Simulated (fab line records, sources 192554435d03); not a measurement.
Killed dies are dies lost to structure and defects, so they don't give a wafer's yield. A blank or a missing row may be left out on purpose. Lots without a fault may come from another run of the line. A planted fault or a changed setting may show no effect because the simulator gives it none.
fab line records | flow n5_finfet | part 2 of 2: steps 23 to 29 of 29
record lots=5 wafers=15 last_day=15
route steps=1938 shown BEOL_M10@1532 BEOL_M11@1536
lots that met no fault: from a run of the same line without faults
start_h: hours from the record's first day to the start of the lot's first wafer shown | wait_h: hours since the lot's step before | " the same as in the row above | L1.1+2: a row that stands for several wafers | - no value, or no start given | * or withheld: withheld | < > ~ a bound
route shown NAME@n: a module of which the file shows steps, and the number in the route of the first | usual: mean/standard deviation of fault-free wafers | same: alike in all rows | chamber/n: place in a boat | sites: the reading at each site | _std_site: their standard deviation | _edge_site: outer sites' mean less inner sites' | radius_mm: how far each site lies from the wafer's centre | mask NAME#n: copy n | behind: the tool/chamber that last shaped the wafer | hold: why the lot was held/for how many hours/how that ended | device: the transistor (n, p or np) that didn't switch | end of line: the same wafers' tests at the end of the route | a step without rows: its recipe alone | killed: dies lost to structure and defects at the first sort, not the wafer's yield | map: a wafer's dies, x killed, . not, _ none there
set.NAME: the setting as run; set.NAME@STEP: as run at that earlier step | model.NAME: the simulator's own value behind a step, which no gauge read
lots at some steps of the route; a table a step, a row a wafer
services: from which hour (start_h, from the record's first day; less than 0 if before it) a tool's chamber was out of use, for how many hours, and why
## steps
# step N5_BEOL_M11_ETCH_62
# recipe chemistry=N2/H2 target=SOC target_depth_a=1100 overetch_a=220 mask_material=SiARC temp_c=40 time_s=165 ion_energy_ev=200 pressure_mtorr=30 source_w=840 bias_w=150 n2_flow_sccm=200 h2_flow_sccm=200
# usual drypump_motor_current_A=5.9/0.54 oes_product_au=0.65/0.053 rf_vpp_V=524.1/2.5 showerhead_plenum_p_Torr=2.55/0.086 throttle_valve_pct=17.84/0.23
# columns lot.wafer tool chamber start_h wait_h drypump_motor_current_A oes_product_au rf_hours_counter_h rf_vpp_V showerhead_plenum_p_Torr throttle_valve_pct
L076.1 rie_diel-02 0 236.29 0.0 5.6 0.79 14 525.5 2.63 17.95
L076.2 " 2 " " 6.2 0.73 35 527.3 2.68 17.55
L076.5 " 2 " " 6.2 0.72 - 528.5 2.68 17.56
L079.2 rie_diel-04 0 254.06 0.0 6.1 0.61 195 525.9 2.64 18.10
L079.4 " 2 " " 5.7 0.62 189 520.9 2.43 17.70
L079.6 " 2 " " 5.7 0.62 - 520.4 2.43 17.71
L081.2 rie_diel-04 1 262.36 0.0 5.0 0.72 57 524.2 2.61 17.97
L081.3 " 0 " " 6.1 0.61 198 526.1 2.64 18.09
L081.6 " 3 " " 6.7 0.65 - 521.3 2.43 17.59
L082.1 rie_diel-02 2 271.10 0.0 6.2 0.72 47 528.3 2.68 17.56
L082.3 " 1 " " 5.4 0.62 190 525.4 2.53 17.80
L082.6 " 3 " " 6.0 0.59 - 524.2 2.50 18.15
L091.1 rie_diel-02 1 322.34 0.0 5.4 0.61 201 523.4 2.53 17.84
L091.3 " 3 " " 6.0 0.58 218 523.1 2.50 18.18
L091.4 " 2 " " 6.2 0.70 58 527.6 2.67 17.58
# step N5_BEOL_M11_STRIP_68
# recipe chemistry=N2/H2 temp_c=40 n2_flow_sccm=200 h2_flow_sccm=200 rf_frequency_hz=6e+07
# columns lot.wafer tool chamber start_h wait_h
L076.1+2+5 rie_diel-02 0,2,2 236.42 0.1
L079.2+4+6 rie_diel-04 0,2,2 254.20 0.1
L081.2+3+6 rie_diel-04 1,0,3 262.50 0.1
L082.1+3+6 rie_diel-02 2,1,3 271.24 0.1
L091.1+3+4 rie_diel-02 1,3,2 322.48 0.1
# step N5_BEOL_M11_STRIP_67
# recipe chemistry=CF4 resist=SiARC power_w=300 bias_power_w=75 pressure_mtorr=50 cf4_flow_sccm=150 rf_frequency_hz=6e+07
# usual bias_power_w=75.02/0.24 drypump_motor_current_A=5.9/0.54 oes_product_au=0.77/0.062 rf_vpp_V=271.2/1.5 showerhead_plenum_p_Torr=1.80/0.053 throttle_valve_pct=13.60/0.21
# columns lot.wafer tool chamber start_h wait_h bias_power_w drypump_motor_current_A oes_product_au rf_hours_counter_h rf_vpp_V showerhead_plenum_p_Torr throttle_valve_pct
L076.1 rie_diel-02 0 236.43 0.0 74.12 5.6 0.93 14 271.8 1.80 13.29
L076.2 " 2 " " 74.89 6.2 0.85 35 273.0 1.91 13.40
L076.5 " 2 " " 74.87 6.2 0.85 - 273.0 1.91 13.40
L079.2 rie_diel-04 0 254.21 0.0 75.21 6.1 0.73 195 272.6 1.85 13.72
L079.4 " 2 " " 74.87 5.7 0.73 189 269.7 1.73 13.59
L079.6 " 2 " " 74.59 5.7 0.73 - 269.1 1.73 13.59
L081.2 rie_diel-04 1 262.51 0.0 74.58 5.0 0.83 57 271.6 1.81 13.44
L081.3 " 0 " " 74.86 6.0 0.73 198 271.3 1.85 13.75
L081.6 " 3 " " 74.70 6.7 0.78 - 270.0 1.75 13.52
L082.1 rie_diel-02 2 271.25 0.0 75.26 6.2 0.84 47 272.5 1.91 13.44
L082.3 " 1 " " 75.16 5.3 0.73 190 270.1 1.78 13.64
L082.6 " 3 " " 75.13 6.0 0.70 - 271.1 1.80 14.03
L091.1 rie_diel-02 1 322.49 0.0 75.01 5.4 0.72 201 271.6 1.78 13.68
L091.3 " 3 " " 75.03 6.0 0.69 218 270.4 1.79 14.08
L091.4 " 2 " " 75.16 6.2 0.81 58 272.2 1.90 13.44
# step N5_BEOL_M11_HM_OPEN_17
# recipe chemistry=Cl2/BCl3 target_depth_a=200 overetch_a=60 target=TiN mask_material=SOC ion_energy_ev=150 pressure_mtorr=10 icp_w=1000 bias_w=126 Cl2_flow_sccm=53.25 bcl3_flow_sccm=21.75 Ar_flow_sccm=25
# usual drypump_motor_current_A=5.78/0.27 oes_product_au=0.66/0.036 throttle_valve_pct=22.2/0.36
# columns lot.wafer tool chamber start_h wait_h drypump_motor_current_A oes_product_au rf_hours_counter_h throttle_valve_pct
L076.1 rie_metal-01 1 236.48 0.0 5.20 0.61 63 22.2
L076.2 " 0 " " 5.93 0.68 41 21.7
L076.5 " 1 " " 5.18 0.62 - 22.2
L079.2 rie_metal-01 0 254.25 0.0 5.98 0.66 43 21.7
L079.4 " 0 " " 5.97 0.67 - 21.7
L079.6 " 0 " " 5.97 0.66 - 21.8
L081.2 rie_metal-02 1 262.55 0.0 5.84 0.68 38 22.8
L081.3 " 1 " " 5.87 0.66 - 22.8
L081.6 " 1 " " 5.87 0.66 - 22.8
L082.1 rie_metal-02 0 271.29 0.0 6.04 0.72 16 21.9
L082.3 " 1 " " 5.89 0.67 - 22.8
L082.6 " 0 " " 6.01 0.72 - 21.9
L091.1 rie_metal-01 0 322.53 0.0 5.99 0.65 49 21.7
L091.3 " 0 " " 5.99 0.65 - 21.8
L091.4 " 1 " " 5.25 0.61 - 22.2
# step N5_BEOL_M11_STRIP_19
# recipe chemistry=O2 power_w=400 temp_c=40 pressure_mtorr=30 rf_frequency_hz=6e+07 bias_power_w=0 overash_fraction=0.2 o2_flow_sccm=225
# usual drypump_motor_current_A=5.9/0.58 oes_product_au=0.78/0.068 rf_vpp_V=3.6/0.62 showerhead_plenum_p_Torr=2.09/0.061 throttle_valve_pct=16.62/0.22
# same bias_power_w=0
# columns lot.wafer tool chamber start_h wait_h drypump_motor_current_A oes_product_au rf_hours_counter_h rf_vpp_V showerhead_plenum_p_Torr throttle_valve_pct
L076.1 rie_diel-02 1 236.59 0.1 5.3 0.73 178 2.6 2.06 16.49
L076.2 " 3 " " 6.0 0.69 195 4.4 2.10 17.16
L076.5 " 2 " " 6.2 0.87 - 3.9 2.22 16.43
L079.2 rie_diel-04 2 254.36 0.1 5.7 0.73 190 4.9 2.01 16.66
L079.4 " 3 " " 6.7 0.79 154 3.9 2.02 16.54
L079.6 " 3 " " 6.7 0.79 - 2.7 2.02 16.53
L081.2 rie_diel-02 1 262.68 0.1 5.4 0.73 187 3.3 2.05 16.49
L081.3 " 3 " " 6.0 0.68 204 3.0 2.10 17.17
L081.6 " 1 " " 5.4 0.73 - 2.8 2.05 16.50
L082.1 rie_diel-01 3 271.40 0.1 6.3 0.71 208 2.7 2.09 16.58
L082.3 " 0 " " 5.1 0.86 66 2.9 2.05 16.42
L082.6 " 2 " " 6.8 0.77 - 3.2 2.02 16.35
L091.1 rie_diel-02 1 322.65 0.1 5.4 0.72 201 3.1 2.05 16.52
L091.3 " 0 " " 5.5 0.87 35 4.0 2.13 16.61
L091.4 " 3 " " 6.0 0.66 218 3.5 2.09 17.20
# step N5_BEOL_M11_CD_MEAS_18
# recipe pitch_nm=140 target_cd_nm=70
# usual cd_nm=70.0/0.67
# columns lot.wafer tool chamber start_h wait_h cd_nm
L076.1 cd_sem-02 - 236.66 0.0 69.6
L076.2 " - " " 69.9
L076.5 " - " " 69.3
L079.2 cd_sem-01 - 254.43 0.1 69.5
L079.4 " - " " 69.8
L079.6 " - " " 70.0
L081.2 cd_sem-03 - 262.75 0.1 70.7
L081.3 " - " " 70.5
L081.6 " - " " 70.2
L082.1 cd_sem-02 - 271.47 0.0 69.7
L082.3 " - " " 70.5
L082.6 " - " " 70.2
L091.1 cd_sem-03 - 322.72 0.0 69.0
L091.3 " - " " 69.8
L091.4 " - " " 70.2
# step N5_BEOL_M11_COAT_63
# recipe resist=SOC temp_c=250 time_s=60 spin_rpm=1500 resist_thk_nm=100
# usual chill_plate_temp_C=23.00/0.11
# columns lot.wafer tool chamber start_h wait_h chill_plate_temp_C
L076.1 litho_track-04 0 236.76 0.1 22.93
L076.2 " 0 " " 23.02
L076.5 " 0 " " 23.16
L079.2 litho_track-03 0 256.12 1.7 23.14
L079.4 " 0 " " 23.01
L079.6 " 0 " " 22.93
L081.2 litho_track-03 0 264.30 1.5 22.93
L081.3 " 0 " " 22.90
L081.6 " 0 " " 23.01
L082.1 litho_track-05 0 271.61 0.1 23.10
L082.3 " 0 " " 22.98
L082.6 " 0 " " 23.14
L091.1 litho_track-03 0 323.27 0.6 22.95
L091.3 " 0 " " 23.02
L091.4 " 0 " " 23.16
## services
# columns tool chamber start_h hours kind
arfi_scanner-02 - 212.02 4.9 pm
arfi_scanner-03 - 214.36 0.8 pm
uv_cure-02 - 215.01 1.0 pm
rie_diel-01 2 220.07 16.1 repair
rie_metal-01 - 225.67 1.5 repair
pecvd-01 - 227.49 1.4 repair
arfi_scanner-01 - 228.43 1.0 pm
arfi_scanner-02 - 246.11 2.1 repair
pecvd-02 2 262.76 15.1 repair
rie_diel-02 0 264.59 16.2 repair
pecvd-02 - 268.90 14.6 pm
rie_diel-02 - 271.50 14.6 pm
arfi_scanner-02 - 273.92 0.8 pm
arfi_scanner-02 - 279.58 1.3 repair
rie_metal-01 - 281.69 1.1 repair
arfi_scanner-02 - 287.47 0.8 pm
arfi_scanner-02 - 289.93 0.2 repair
pecvd-04 1 292.16 6.6 repair
uv_cure-03 - 297.84 2.1 pm
arfi_scanner-01 - 298.51 1.0 pm
pecvd-03 - 300.66 0.8 pm
rie_diel-04 1 310.45 4.1 repair
arfi_scanner-01 - 317.13 1.3 pm
pecvd-04 - 320.93 1.3 repair
